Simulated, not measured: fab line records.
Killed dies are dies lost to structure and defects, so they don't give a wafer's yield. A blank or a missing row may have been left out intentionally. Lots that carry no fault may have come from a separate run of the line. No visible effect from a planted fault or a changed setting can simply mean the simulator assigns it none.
Matching of chambers    flow n5 finfet    cvd co-02 running N5_BEOL_M0_PRE_CLEAN_131: 3 sister chambers
The step time 15 s. 6 wafers are shown with their chamber, then 8 later ones without.

WAFERS WITH THEIR CHAMBER
wafer   chamber  heater power w (W)
L349.2  2        69
L350.2  2        69
L350.3  1        94
L352.4  1        95
L352.5  0        59
L357.1  0        61

WAFERS WHOSE CHAMBER IS MISSING
wafer   heater power w (W)
L357.2  92
L357.6  92
L358.1  93
L358.4  61
L358.5  70
L361.2  61
L361.3  91
L361.5  95

EACH ONE'S CHAMBER
wafer   from the rows above  in truth
L357.2  1                    1
L357.6  1                    1
L358.1  1                    1
L358.4  0                    0
L358.5  2                    2
L361.2  0                    0
L361.3  1                    1
L361.5  1                    1
8 of 8 placed correctly. From these rows, 0 cannot be placed. Number placed wrongly: 0.
How it was worked out, from the rows above alone: a wafer's distance from a chamber is the root of the sum, over the readings, of the square of ((its reading less the chamber's mean) divided by the reading's scatter). If the next closest chamber is less than 2 further off than the closest, the wafer can't be placed; otherwise it belongs to the closest. Each chamber's mean is taken over the wafers shown for it. The scatter: the root of (the sum of the squares of (reading less its chamber's mean) over the shown wafers, divided by (wafers less chambers)).
